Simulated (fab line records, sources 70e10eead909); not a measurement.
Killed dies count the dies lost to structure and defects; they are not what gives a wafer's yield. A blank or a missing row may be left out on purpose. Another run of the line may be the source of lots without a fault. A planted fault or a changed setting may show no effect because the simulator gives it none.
fab line records / flow nand_harc
record lots=6 wafers=18 last_day=31
route steps=1302 shown A_ONON_D2@554 END@1302
lots untouched by any fault: they come from a run of this same line in which no faults occurred
start_h: start of the lot's first displayed wafer, in hours after the record's first day / wait_h: hours since the lot's step before / " as in the row above / L1.1+2: a single row standing in for several wafers / - no value present, or no start provided / * or withheld: withheld / < > ~ a bound
route shown NAME@n: a module of which the file shows steps, and the number in the route of the first / usual: mean and standard deviation over wafers with no fault / same: alike in all rows / chamber/n: place in a boat / sites: the reading at each site / _std_site: standard deviation across them / _edge_site: inner sites' mean taken away from outer sites' mean / radius_mm: how far each site lies from the wafer's centre / mask NAME#n: copy n / behind: the most recent tool/chamber to have shaped the wafer / hold: why the lot was held/for how many hours/how that ended / device: names the non-switching transistor (n, p or np) / end of line: the route-end tests of the same wafers / step lacking rows: just its recipe / killed: dies that structure and defects cost at the first sort, which is not the same as the wafer's yield / map: the dies of a wafer, with x for killed, . for not killed, _ for no die there
set.NAME: the setting the step ran with; set.NAME@STEP: the setting that earlier step ran with / model.NAME: the simulator's own value behind a step, which no gauge read
lots seen at some steps along the route; tables by step, rows by wafer
services: the hour from which a tool's chamber was out of use, counted from the record's first day as start_h (under 0 if before that day), plus the number of hours and why
## steps
# step NHARC_A_ONON_D2_THK_MEAS_14
# recipe thk_meas_gauge=ellipsometry
# usual thk_nm=1001/10
lot.wafer=L459.1 tool=film_metro-01 chamber=- start_h=301.49 wait_h=- thk_nm=1013
lot.wafer=L459.2 tool=film_metro-01 chamber=- start_h=301.49 wait_h=- thk_nm=1012
lot.wafer=L459.5 tool=film_metro-01 chamber=- start_h=301.49 wait_h=- thk_nm=1013
lot.wafer=L466.2 tool=film_metro-01 chamber=- start_h=375.16 wait_h=- thk_nm=1008
lot.wafer=L466.3 tool=film_metro-01 chamber=- start_h=375.16 wait_h=- thk_nm=1006
lot.wafer=L466.4 tool=film_metro-01 chamber=- start_h=375.16 wait_h=- thk_nm=1008
lot.wafer=L469.2 tool=film_metro-01 chamber=- start_h=396.63 wait_h=- thk_nm=1007
lot.wafer=L469.5 tool=film_metro-01 chamber=- start_h=396.63 wait_h=- thk_nm=1004
lot.wafer=L469.6 tool=film_metro-01 chamber=- start_h=396.63 wait_h=- thk_nm=1005
lot.wafer=L474.2 tool=film_metro-01 chamber=- start_h=452.69 wait_h=- thk_nm=989
lot.wafer=L474.3 tool=film_metro-01 chamber=- start_h=452.69 wait_h=- thk_nm=989
lot.wafer=L474.6 tool=film_metro-01 chamber=- start_h=452.69 wait_h=- thk_nm=990
lot.wafer=L475.3 tool=film_metro-02 chamber=- start_h=452.72 wait_h=- thk_nm=1014
lot.wafer=L475.4 tool=film_metro-02 chamber=- start_h=452.72 wait_h=- thk_nm=1013
lot.wafer=L475.5 tool=film_metro-02 chamber=- start_h=452.72 wait_h=- thk_nm=1012
lot.wafer=L476.1 tool=film_metro-02 chamber=- start_h=455.44 wait_h=- thk_nm=1001
lot.wafer=L476.4 tool=film_metro-02 chamber=- start_h=455.44 wait_h=- thk_nm=1001
lot.wafer=L476.5 tool=film_metro-02 chamber=- start_h=455.44 wait_h=- thk_nm=1002
# step NHARC_A_ONON_D2_ANNEAL_15
# recipe temp_c=750 time_s=3600
# step NHARC_A_ONON_D2_DEP_16
# recipe target_thk_a=10000 n2_flow_sccm=2750 n2o_flow_sccm=2000 nh3_flow_sccm=500 sih4_flow_sccm=210 temp_c=400
# step NHARC_A_ONON_D2_THK_MEAS_18
# recipe thk_meas_gauge=ellipsometry
# usual thk_nm=996/7.6
lot.wafer=L459.1 tool=film_metro-02 chamber=- start_h=311.66 wait_h=- thk_nm=1000
lot.wafer=L459.2 tool=film_metro-02 chamber=- start_h=311.66 wait_h=- thk_nm=1001
lot.wafer=L459.5 tool=film_metro-02 chamber=- start_h=311.66 wait_h=- thk_nm=1000
lot.wafer=L466.2 tool=film_metro-01 chamber=- start_h=382.47 wait_h=- thk_nm=1000
lot.wafer=L466.3 tool=film_metro-01 chamber=- start_h=382.47 wait_h=- thk_nm=999
lot.wafer=L466.4 tool=film_metro-01 chamber=- start_h=382.47 wait_h=- thk_nm=999
lot.wafer=L469.2 tool=film_metro-02 chamber=- start_h=404.01 wait_h=- thk_nm=998
lot.wafer=L469.5 tool=film_metro-02 chamber=- start_h=404.01 wait_h=- thk_nm=999
lot.wafer=L469.6 tool=film_metro-02 chamber=- start_h=404.01 wait_h=- thk_nm=997
lot.wafer=L474.2 tool=film_metro-02 chamber=- start_h=460.12 wait_h=- thk_nm=996
lot.wafer=L474.3 tool=film_metro-02 chamber=- start_h=460.12 wait_h=- thk_nm=998
lot.wafer=L474.6 tool=film_metro-02 chamber=- start_h=460.12 wait_h=- thk_nm=998
lot.wafer=L475.3 tool=film_metro-01 chamber=- start_h=460.13 wait_h=- thk_nm=994
lot.wafer=L475.4 tool=film_metro-01 chamber=- start_h=460.13 wait_h=- thk_nm=993
lot.wafer=L475.5 tool=film_metro-01 chamber=- start_h=460.13 wait_h=- thk_nm=994
lot.wafer=L476.1 tool=film_metro-02 chamber=- start_h=460.47 wait_h=- thk_nm=990
lot.wafer=L476.4 tool=film_metro-02 chamber=- start_h=460.47 wait_h=- thk_nm=989
lot.wafer=L476.5 tool=film_metro-02 chamber=- start_h=460.47 wait_h=- thk_nm=991
# step NHARC_A_ONON_D2_DEP_19
# recipe target_thk_a=10000 n2_flow_sccm=2750 n2o_flow_sccm=2000 nh3_flow_sccm=500 sih4_flow_sccm=210 temp_c=400
# step NHARC_A_ONON_D2_THK_MEAS_21
# recipe thk_meas_gauge=ellipsometry
# usual thk_nm=1001/11
lot.wafer=L459.1 tool=film_metro-02 chamber=- start_h=312.23 wait_h=- thk_nm=1005
lot.wafer=L459.2 tool=film_metro-02 chamber=- start_h=312.23 wait_h=- thk_nm=1003
lot.wafer=L459.5 tool=film_metro-02 chamber=- start_h=312.23 wait_h=- thk_nm=1004
lot.wafer=L466.2 tool=film_metro-01 chamber=- start_h=383.04 wait_h=- thk_nm=1007
lot.wafer=L466.3 tool=film_metro-01 chamber=- start_h=383.04 wait_h=- thk_nm=1010
lot.wafer=L466.4 tool=film_metro-01 chamber=- start_h=383.04 wait_h=- thk_nm=1007
lot.wafer=L469.2 tool=film_metro-02 chamber=- start_h=404.58 wait_h=- thk_nm=1014
lot.wafer=L469.5 tool=film_metro-02 chamber=- start_h=404.58 wait_h=- thk_nm=1013
lot.wafer=L469.6 tool=film_metro-02 chamber=- start_h=404.58 wait_h=- thk_nm=1011
lot.wafer=L474.2 tool=film_metro-01 chamber=- start_h=460.68 wait_h=- thk_nm=999
lot.wafer=L474.3 tool=film_metro-01 chamber=- start_h=460.68 wait_h=- thk_nm=998
lot.wafer=L474.6 tool=film_metro-01 chamber=- start_h=460.68 wait_h=- thk_nm=999
lot.wafer=L475.3 tool=film_metro-01 chamber=- start_h=460.82 wait_h=- thk_nm=999
lot.wafer=L475.4 tool=film_metro-01 chamber=- start_h=460.82 wait_h=- thk_nm=1000
lot.wafer=L475.5 tool=film_metro-01 chamber=- start_h=460.82 wait_h=- thk_nm=999
lot.wafer=L476.1 tool=film_metro-01 chamber=- start_h=461.05 wait_h=- thk_nm=1014
lot.wafer=L476.4 tool=film_metro-01 chamber=- start_h=461.05 wait_h=- thk_nm=1015
lot.wafer=L476.5 tool=film_metro-01 chamber=- start_h=461.05 wait_h=- thk_nm=1015
# step NHARC_A_ONON_D2_DEP_22
# recipe target_thk_a=10000 n2_flow_sccm=2750 n2o_flow_sccm=2000 nh3_flow_sccm=500 sih4_flow_sccm=210 temp_c=400
# step NHARC_A_ONON_D2_THK_MEAS_24
# recipe thk_meas_gauge=ellipsometry
# usual thk_nm=998/8.6
lot.wafer=L459.1 tool=film_metro-02 chamber=- start_h=312.80 wait_h=- thk_nm=1008
lot.wafer=L459.2 tool=film_metro-02 chamber=- start_h=312.80 wait_h=- thk_nm=1006
lot.wafer=L459.5 tool=film_metro-02 chamber=- start_h=312.80 wait_h=- thk_nm=1009
lot.wafer=L466.2 tool=film_metro-01 chamber=- start_h=383.60 wait_h=- thk_nm=1002
lot.wafer=L466.3 tool=film_metro-01 chamber=- start_h=383.60 wait_h=- thk_nm=1003
lot.wafer=L466.4 tool=film_metro-01 chamber=- start_h=383.60 wait_h=- thk_nm=1002
lot.wafer=L469.2 tool=film_metro-02 chamber=- start_h=405.14 wait_h=- thk_nm=994
lot.wafer=L469.5 tool=film_metro-02 chamber=- start_h=405.14 wait_h=- thk_nm=992
lot.wafer=L469.6 tool=film_metro-02 chamber=- start_h=405.14 wait_h=- thk_nm=994
lot.wafer=L474.2 tool=film_metro-02 chamber=- start_h=461.25 wait_h=- thk_nm=1004
lot.wafer=L474.3 tool=film_metro-02 chamber=- start_h=461.25 wait_h=- thk_nm=1002
lot.wafer=L474.6 tool=film_metro-02 chamber=- start_h=461.25 wait_h=- thk_nm=1004
lot.wafer=L475.3 tool=film_metro-01 chamber=- start_h=461.39 wait_h=- thk_nm=997
lot.wafer=L475.4 tool=film_metro-01 chamber=- start_h=461.39 wait_h=- thk_nm=998
lot.wafer=L475.5 tool=film_metro-01 chamber=- start_h=461.39 wait_h=- thk_nm=999
lot.wafer=L476.1 tool=film_metro-01 chamber=- start_h=461.61 wait_h=- thk_nm=994
lot.wafer=L476.4 tool=film_metro-01 chamber=- start_h=461.61 wait_h=- thk_nm=993
lot.wafer=L476.5 tool=film_metro-01 chamber=- start_h=461.61 wait_h=- thk_nm=993
# step NHARC_A_ONON_D2_DEP_25
# recipe target_thk_a=10000 n2_flow_sccm=2750 n2o_flow_sccm=2000 nh3_flow_sccm=500 sih4_flow_sccm=210 temp_c=400
# step NHARC_A_ONON_D2_THK_MEAS_27
# recipe thk_meas_gauge=ellipsometry
# usual thk_nm=1002/11
lot.wafer=L459.1 tool=film_metro-01 chamber=- start_h=313.37 wait_h=- thk_nm=994
lot.wafer=L459.2 tool=film_metro-01 chamber=- start_h=313.37 wait_h=- thk_nm=993
lot.wafer=L459.5 tool=film_metro-01 chamber=- start_h=313.37 wait_h=- thk_nm=995
lot.wafer=L466.2 tool=film_metro-01 chamber=- start_h=384.17 wait_h=- thk_nm=988
lot.wafer=L466.3 tool=film_metro-01 chamber=- start_h=384.17 wait_h=- thk_nm=990
lot.wafer=L466.4 tool=film_metro-01 chamber=- start_h=384.17 wait_h=- thk_nm=991
lot.wafer=L469.2 tool=film_metro-02 chamber=- start_h=405.71 wait_h=- thk_nm=1017
lot.wafer=L469.5 tool=film_metro-02 chamber=- start_h=405.71 wait_h=- thk_nm=1015
lot.wafer=L469.6 tool=film_metro-02 chamber=- start_h=405.71 wait_h=- thk_nm=1015
lot.wafer=L474.2 tool=film_metro-01 chamber=- start_h=461.82 wait_h=- thk_nm=989
lot.wafer=L474.3 tool=film_metro-01 chamber=- start_h=461.82 wait_h=- thk_nm=990
lot.wafer=L474.6 tool=film_metro-01 chamber=- start_h=461.82 wait_h=- thk_nm=987
lot.wafer=L475.3 tool=film_metro-02 chamber=- start_h=461.97 wait_h=- thk_nm=1009
lot.wafer=L475.4 tool=film_metro-02 chamber=- start_h=461.97 wait_h=- thk_nm=1009
lot.wafer=L475.5 tool=film_metro-02 chamber=- start_h=461.97 wait_h=- thk_nm=1008
lot.wafer=L476.1 tool=film_metro-02 chamber=- start_h=462.18 wait_h=- thk_nm=1005
lot.wafer=L476.4 tool=film_metro-02 chamber=- start_h=462.18 wait_h=- thk_nm=1007
lot.wafer=L476.5 tool=film_metro-02 chamber=- start_h=462.18 wait_h=- thk_nm=1006
# step NHARC_A_ONON_D2_DEP_28
# recipe target_thk_a=10000 n2_flow_sccm=2750 n2o_flow_sccm=2000 nh3_flow_sccm=500 sih4_flow_sccm=210 temp_c=400
# step NHARC_A_ONON_D2_THK_MEAS_30
# recipe thk_meas_gauge=ellipsometry
# usual thk_nm=1002/8.5
lot.wafer=L459.1 tool=film_metro-02 chamber=- start_h=313.94 wait_h=- thk_nm=989
lot.wafer=L459.2 tool=film_metro-02 chamber=- start_h=313.94 wait_h=- thk_nm=992
lot.wafer=L459.5 tool=film_metro-02 chamber=- start_h=313.94 wait_h=- thk_nm=990
lot.wafer=L466.2 tool=film_metro-01 chamber=- start_h=384.74 wait_h=- thk_nm=1011
lot.wafer=L466.3 tool=film_metro-01 chamber=- start_h=384.74 wait_h=- thk_nm=1010
lot.wafer=L466.4 tool=film_metro-01 chamber=- start_h=384.74 wait_h=- thk_nm=1009
lot.wafer=L469.2 tool=film_metro-01 chamber=- start_h=406.28 wait_h=- thk_nm=1016
lot.wafer=L469.5 tool=film_metro-01 chamber=- start_h=406.28 wait_h=- thk_nm=1019
lot.wafer=L469.6 tool=film_metro-01 chamber=- start_h=406.28 wait_h=- thk_nm=1016
lot.wafer=L474.2 tool=film_metro-02 chamber=- start_h=462.39 wait_h=- thk_nm=994
lot.wafer=L474.3 tool=film_metro-02 chamber=- start_h=462.39 wait_h=- thk_nm=996
lot.wafer=L474.6 tool=film_metro-02 chamber=- start_h=462.39 wait_h=- thk_nm=995
lot.wafer=L475.3 tool=film_metro-02 chamber=- start_h=462.54 wait_h=- thk_nm=1009
lot.wafer=L475.4 tool=film_metro-02 chamber=- start_h=462.54 wait_h=- thk_nm=1007
lot.wafer=L475.5 tool=film_metro-02 chamber=- start_h=462.54 wait_h=- thk_nm=1007
lot.wafer=L476.1 tool=film_metro-02 chamber=- start_h=462.75 wait_h=- thk_nm=1010
lot.wafer=L476.4 tool=film_metro-02 chamber=- start_h=462.75 wait_h=- thk_nm=1010
lot.wafer=L476.5 tool=film_metro-02 chamber=- start_h=462.75 wait_h=- thk_nm=1010
# step NHARC_A_ONON_D2_DEP_33
# recipe target_thk_a=2000 temp_c=400 pressure_torr=6.5 rf_w=900 teos_flow_sccm=161.4 flow_sccm=2650 target_thk_nm=200 gas=O2 material=SiO2
# usual heater_power_w=523/91 mfc_precursor_sccm=161.5/0.49 showerhead_vpp_V=1827/80 throttle_valve_pct=16.0/0.4
lot.wafer=L459.1 tool=pecvd-03 chamber=2 start_h=313.99 wait_h=0.1 heater_power_w=455 mfc_precursor_sccm=161.9 showerhead_vpp_V=1751 throttle_valve_pct=16.5
lot.wafer=L459.2 tool=pecvd-03 chamber=1 start_h=313.99 wait_h=0.1 heater_power_w=625 mfc_precursor_sccm=161.9 showerhead_vpp_V=1755 throttle_valve_pct=16.4
lot.wafer=L459.5 tool=pecvd-03 chamber=0 start_h=313.99 wait_h=0.1 heater_power_w=681 mfc_precursor_sccm=161.7 showerhead_vpp_V=1928 throttle_valve_pct=16.4
lot.wafer=L466.3 tool=pecvd-03 chamber=0 start_h=384.84 wait_h=0.1 heater_power_w=552 mfc_precursor_sccm=132.1 showerhead_vpp_V=1941 throttle_valve_pct=15.7
lot.wafer=L466.2 tool=pecvd-03 chamber=1 start_h=384.84 wait_h=0.1 heater_power_w=619 mfc_precursor_sccm=162.0 showerhead_vpp_V=1814 throttle_valve_pct=16.2
lot.wafer=L466.4 tool=pecvd-03 chamber=1 start_h=384.84 wait_h=0.1 heater_power_w=644 mfc_precursor_sccm=161.2 showerhead_vpp_V=1787 throttle_valve_pct=16.0
lot.wafer=L469.2 tool=pecvd-03 chamber=0 start_h=406.34 wait_h=0.1 heater_power_w=605 mfc_precursor_sccm=131.7 showerhead_vpp_V=1935 throttle_valve_pct=15.6
lot.wafer=L469.5 tool=pecvd-03 chamber=1 start_h=406.34 wait_h=0.1 heater_power_w=610 mfc_precursor_sccm=162.0 showerhead_vpp_V=1801 throttle_valve_pct=16.0
lot.wafer=L469.6 tool=pecvd-03 chamber=2 start_h=406.34 wait_h=0.1 heater_power_w=450 mfc_precursor_sccm=161.4 showerhead_vpp_V=1764 throttle_valve_pct=16.3
lot.wafer=L474.2 tool=pecvd-03 chamber=0 start_h=462.44 wait_h=0.1 heater_power_w=617 mfc_precursor_sccm=160.7 showerhead_vpp_V=1922 throttle_valve_pct=16.1
lot.wafer=L474.3 tool=pecvd-03 chamber=2 start_h=462.44 wait_h=0.1 heater_power_w=466 mfc_precursor_sccm=162.0 showerhead_vpp_V=1732 throttle_valve_pct=16.4
lot.wafer=L474.6 tool=pecvd-03 chamber=1 start_h=462.44 wait_h=0.1 heater_power_w=626 mfc_precursor_sccm=161.0 showerhead_vpp_V=1783 throttle_valve_pct=16.3
lot.wafer=L475.3 tool=pecvd-01 chamber=0 start_h=462.64 wait_h=0.1 heater_power_w=502 mfc_precursor_sccm=161.1 showerhead_vpp_V=1814 throttle_valve_pct=15.9
lot.wafer=L475.5 tool=pecvd-01 chamber=2 start_h=462.64 wait_h=0.1 heater_power_w=523 mfc_precursor_sccm=161.5 showerhead_vpp_V=1874 throttle_valve_pct=15.6
lot.wafer=L475.4 tool=pecvd-01 chamber=1 start_h=462.64 wait_h=0.1 heater_power_w=480 mfc_precursor_sccm=161.3 showerhead_vpp_V=1800 throttle_valve_pct=15.8
lot.wafer=L476.1 tool=pecvd-01 chamber=0 start_h=462.86 wait_h=0.1 heater_power_w=603 mfc_precursor_sccm=161.1 showerhead_vpp_V=1801 throttle_valve_pct=16.2
lot.wafer=L476.5 tool=pecvd-01 chamber=1 start_h=462.86 wait_h=0.1 heater_power_w=398 mfc_precursor_sccm=161.9 showerhead_vpp_V=1769 throttle_valve_pct=15.8
lot.wafer=L476.4 tool=pecvd-01 chamber=2 start_h=462.86 wait_h=0.1 heater_power_w=465 mfc_precursor_sccm=162.1 showerhead_vpp_V=1879 throttle_valve_pct=15.7
# step NHARC_A_ONON_D2_THK_MEAS_34
# recipe thk_meas_gauge=ellipsometry
# usual thk_nm=200.0/2.7
lot.wafer=L459.1 tool=film_metro-02 chamber=- start_h=314.40 wait_h=- thk_nm=201.8
lot.wafer=L459.2 tool=film_metro-02 chamber=- start_h=314.40 wait_h=- thk_nm=201.6
lot.wafer=L459.5 tool=film_metro-02 chamber=- start_h=314.40 wait_h=- thk_nm=203.9
lot.wafer=L466.2 tool=film_metro-01 chamber=- start_h=385.21 wait_h=- thk_nm=202.1
lot.wafer=L466.3 tool=film_metro-01 chamber=- start_h=385.21 wait_h=- thk_nm=161.6
lot.wafer=L466.4 tool=film_metro-01 chamber=- start_h=385.21 wait_h=- thk_nm=206.4
lot.wafer=L469.2 tool=film_metro-02 chamber=- start_h=406.75 wait_h=- thk_nm=159.4
lot.wafer=L469.5 tool=film_metro-02 chamber=- start_h=406.75 wait_h=- thk_nm=202.1
lot.wafer=L469.6 tool=film_metro-02 chamber=- start_h=406.75 wait_h=- thk_nm=203.2
lot.wafer=L474.2 tool=film_metro-02 chamber=- start_h=462.86 wait_h=- thk_nm=197.8
lot.wafer=L474.3 tool=film_metro-02 chamber=- start_h=462.86 wait_h=- thk_nm=201.5
lot.wafer=L474.6 tool=film_metro-02 chamber=- start_h=462.86 wait_h=- thk_nm=205.6
lot.wafer=L475.3 tool=film_metro-01 chamber=- start_h=463.01 wait_h=- thk_nm=202.7
lot.wafer=L475.4 tool=film_metro-01 chamber=- start_h=463.01 wait_h=- thk_nm=207.0
lot.wafer=L475.5 tool=film_metro-01 chamber=- start_h=463.01 wait_h=- thk_nm=203.2
lot.wafer=L476.1 tool=film_metro-01 chamber=- start_h=463.28 wait_h=- thk_nm=200.1
lot.wafer=L476.4 tool=film_metro-01 chamber=- start_h=463.28 wait_h=- thk_nm=203.4
lot.wafer=L476.5 tool=film_metro-01 chamber=- start_h=463.28 wait_h=- thk_nm=201.4
# step NHARC_END_SORT_01
# recipe temp_c=25
# usual killed_at_array=51/18 killed_at_other=1.0/1.2 killed_at_periphery=3.7/2.9 killed_dies=55/19 killed_open=3.5/1.9 killed_short=2.6/1.6
# same gross_dies=677
lot.wafer=L459.1 tool=prober-01 chamber=0 start_h=593.23 wait_h=2.5 killed_at_array=54 killed_at_other=0 killed_at_periphery=3 killed_dies=57 killed_open=3 killed_short=1
lot.wafer=L459.2 tool=prober-01 chamber=0 start_h=594.03 wait_h=2.8 killed_at_array=52 killed_at_other=1 killed_at_periphery=0 killed_dies=53 killed_open=4 killed_short=3
lot.wafer=L459.5 tool=prober-01 chamber=0 start_h=596.44 wait_h=3.7 killed_at_array=45 killed_at_other=3 killed_at_periphery=1 killed_dies=49 killed_open=2 killed_short=2
lot.wafer=L469.2 tool=prober-02 chamber=0 start_h=683.71 wait_h=2.8 killed_at_array=76 killed_at_other=0 killed_at_periphery=6 killed_dies=82 killed_open=2 killed_short=3
lot.wafer=L469.5 tool=prober-02 chamber=0 start_h=686.09 wait_h=3.7 killed_at_array=71 killed_at_other=0 killed_at_periphery=7 killed_dies=78 killed_open=2 killed_short=3
lot.wafer=L469.6 tool=prober-02 chamber=0 start_h=686.89 wait_h=4.0 killed_at_array=87 killed_at_other=0 killed_at_periphery=6 killed_dies=93 killed_open=1 killed_short=0
lot.wafer=L476.1 tool=prober-02 chamber=0 start_h=739.90 wait_h=2.5 killed_at_array=43 killed_at_other=2 killed_at_periphery=0 killed_dies=45 killed_open=4 killed_short=5
lot.wafer=L474.2 tool=prober-01 chamber=0 start_h=740.63 wait_h=2.8 killed_at_array=40 killed_at_other=2 killed_at_periphery=4 killed_dies=46 killed_open=4 killed_short=2
lot.wafer=L474.3 tool=prober-01 chamber=0 start_h=741.41 wait_h=3.1 killed_at_array=47 killed_at_other=1 killed_at_periphery=0 killed_dies=48 killed_open=1 killed_short=1
lot.wafer=L474.6 tool=prober-01 chamber=0 start_h=743.78 wait_h=3.9 killed_at_array=35 killed_at_other=0 killed_at_periphery=3 killed_dies=38 killed_open=3 killed_short=0
# killed by level:class
L459.1 A_CHANNEL_HOLE_D1:chamber_film_flake=43 A_CHANNEL_HOLE_D2:chamber_film_flake=4 P_CONTACT:geometric_particle:open=2 P_GATE:geometric_particle:short=1 A_CHANNEL_FILL_D1:geometric_particle:open=1 A_ZERO_WELL:chamber_film_flake=1 A_DECK1_JOINT:chamber_film_flake=1 A_STAIRCASE:chamber_film_flake=1
L459.2 A_CHANNEL_HOLE_D1:chamber_film_flake=38 A_CONTACT:chamber_film_flake=3 A_WL_FILL:geometric_particle:short=2 A_STAIRCASE:chamber_film_flake=2 A_ONON_D1:geometric_particle:open=1 A_CHANNEL_HOLE_D1:geometric_particle:open=1 A_DECK1_JOINT:geometric_particle:open=1 A_ONON_D2:geometric_particle:open=1
L459.5 A_CHANNEL_HOLE_D1:chamber_film_flake=32 A_CHANNEL_FILL_D1:chamber_film_flake=3 A_CHANNEL_HOLE_D2:chamber_film_flake=3 A_SLIT:chamber_film_flake=2 THIN_TSV:chamber_film_flake=2 P_M1:geometric_particle:short=1 A_CHANNEL_FILL_D2:geometric_particle:open=1 A_WL_FILL:geometric_particle:open=1
L469.2 A_CHANNEL_HOLE_D1:chamber_film_flake=38 A_SLIT:chamber_film_flake=12 P_GATE:chamber_film_flake=6 A_CHANNEL_HOLE_D2:chamber_film_flake=5 A_STAIRCASE:chamber_film_flake=4 A_CONTACT:chamber_film_flake=4 A_CHANNEL_FILL_D2:chamber_film_flake=3 A_SGD_CUT:chamber_film_flake=2
L469.5 A_CHANNEL_HOLE_D1:chamber_film_flake=38 A_SLIT:chamber_film_flake=10 P_GATE:chamber_film_flake=6 A_STAIRCASE:chamber_film_flake=5 A_CHANNEL_HOLE_D2:chamber_film_flake=4 A_CHANNEL_FILL_D2:chamber_film_flake=2 A_SGD_CUT:chamber_film_flake=2 A_CHANNEL_HOLE_D2:geometric_particle:short=1
L469.6 A_CHANNEL_HOLE_D1:chamber_film_flake=33 A_SLIT:chamber_film_flake=26 A_CHANNEL_HOLE_D2:chamber_film_flake=16 P_GATE:chamber_film_flake=6 A_STAIRCASE:chamber_film_flake=5 A_CHANNEL_FILL_D2:chamber_film_flake=2 A_SGD_CUT:chamber_film_flake=2 A_WL_FILL:geometric_particle:open=1
L476.1 A_CHANNEL_HOLE_D1:chamber_film_flake=13 A_CONTACT:chamber_film_flake=8 A_CHANNEL_HOLE_D2:chamber_film_flake=7 A_SLIT:chamber_film_flake=4 A_ONON_D2:geometric_particle:short=2 A_CHANNEL_FILL_D2:geometric_particle:open=2 A_CHANNEL_FILL_D1:geometric_particle:open=1 A_CHANNEL_FILL_D1:geometric_particle:short=1
L474.2 A_SLIT:chamber_film_flake=12 A_CHANNEL_HOLE_D1:chamber_film_flake=10 A_CONTACT:chamber_film_flake=9 A_CHANNEL_HOLE_D2:chamber_film_flake=4 P_CONTACT:geometric_particle:short=1 A_CHANNEL_FILL_D1:geometric_particle:open=1 A_DECK1_JOINT:geometric_particle:short=1 A_CHANNEL_FILL_D2:geometric_particle:open=1
L474.3 A_CHANNEL_HOLE_D2:chamber_film_flake=17 A_SLIT:chamber_film_flake=11 A_CHANNEL_HOLE_D1:chamber_film_flake=9 A_CONTACT:chamber_film_flake=5 A_STAIRCASE:chamber_film_flake=2 A_DECK1_JOINT:geometric_particle:short=1 A_M0:geometric_particle:open=1 A_DECK1_JOINT:chamber_film_flake=1
L474.6 A_CHANNEL_HOLE_D1:chamber_film_flake=14 A_SLIT:chamber_film_flake=8 A_CHANNEL_HOLE_D2:chamber_film_flake=6 A_CONTACT:chamber_film_flake=3 A_WL_FILL:geometric_particle:open=2 P_GATE:chamber_film_flake=2 A_M0:geometric_particle:open=1 P_ZERO_WELL:chamber_film_flake=1
## services
tool=pecvd-01 chamber=2 start_h=299.59 hours=11.9 kind=repair
tool=pecvd-03 chamber=- start_h=305.98 hours=0.3 kind=repair
tool=pecvd-01 chamber=- start_h=311.00 hours=13.0 kind=pm
tool=pecvd-01 chamber=0 start_h=311.00 hours=13.0 kind=vent_cycle
tool=pecvd-01 chamber=1 start_h=311.00 hours=13.0 kind=vent_cycle
tool=pecvd-03 chamber=- start_h=317.97 hours=1.2 kind=repair
tool=pecvd-01 chamber=0 start_h=324.00 hours=- kind=clean
tool=pecvd-01 chamber=1 start_h=324.00 hours=- kind=clean
tool=pecvd-01 chamber=2 start_h=324.00 hours=- kind=clean
tool=pecvd-01 chamber=1 start_h=331.17 hours=8.5 kind=repair
tool=pecvd-01 chamber=- start_h=332.68 hours=0.8 kind=repair
tool=pecvd-03 chamber=- start_h=366.00 hours=13.0 kind=pm
tool=pecvd-03 chamber=0 start_h=366.00 hours=13.0 kind=vent_cycle
tool=pecvd-03 chamber=1 start_h=366.00 hours=13.0 kind=vent_cycle
tool=pecvd-03 chamber=2 start_h=366.00 hours=13.0 kind=vent_cycle
tool=pecvd-03 chamber=0 start_h=379.00 hours=- kind=clean
tool=pecvd-03 chamber=1 start_h=379.00 hours=- kind=clean
tool=pecvd-03 chamber=2 start_h=379.00 hours=- kind=clean
tool=pecvd-03 chamber=- start_h=379.03 hours=0.9 kind=repair
tool=pecvd-01 chamber=0 start_h=397.66 hours=- kind=calibration
tool=pecvd-01 chamber=- start_h=451.35 hours=1.0 kind=repair
## key
first_sign step=NHARC_A_ONON_D2_DEP_33 reading=mfc_precursor_sccm direction=down sigmas=61 usual=161.5 struck=131.9
effect step=NHARC_A_ONON_D2_THK_MEAS_34 reading=thk_nm direction=down sigmas=15 usual=200.0 struck=160.5
met_at NHARC_A_ONON_D2_DEP_33
struck_wafers L466.3,L469.2
tester_left_out L466,L469
onset_between 313.99 384.84
fault kind=process_parameter_drift tool=pecvd-03 chamber=0 onset_h=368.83 steps=NHARC_A_ONON_D2_DEP_33 channel=teos_flow_sccm offset=* shape=step end_h=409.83 acts_in=* stated=*
# tester_left_out: of these lots the tester's yield and bins aren't shown, on N5 and GAA mostly nor the transistor test; their killed dies are dies lost to structure and defects alone, not to doping, threshold or leakage, so they don't give the yield
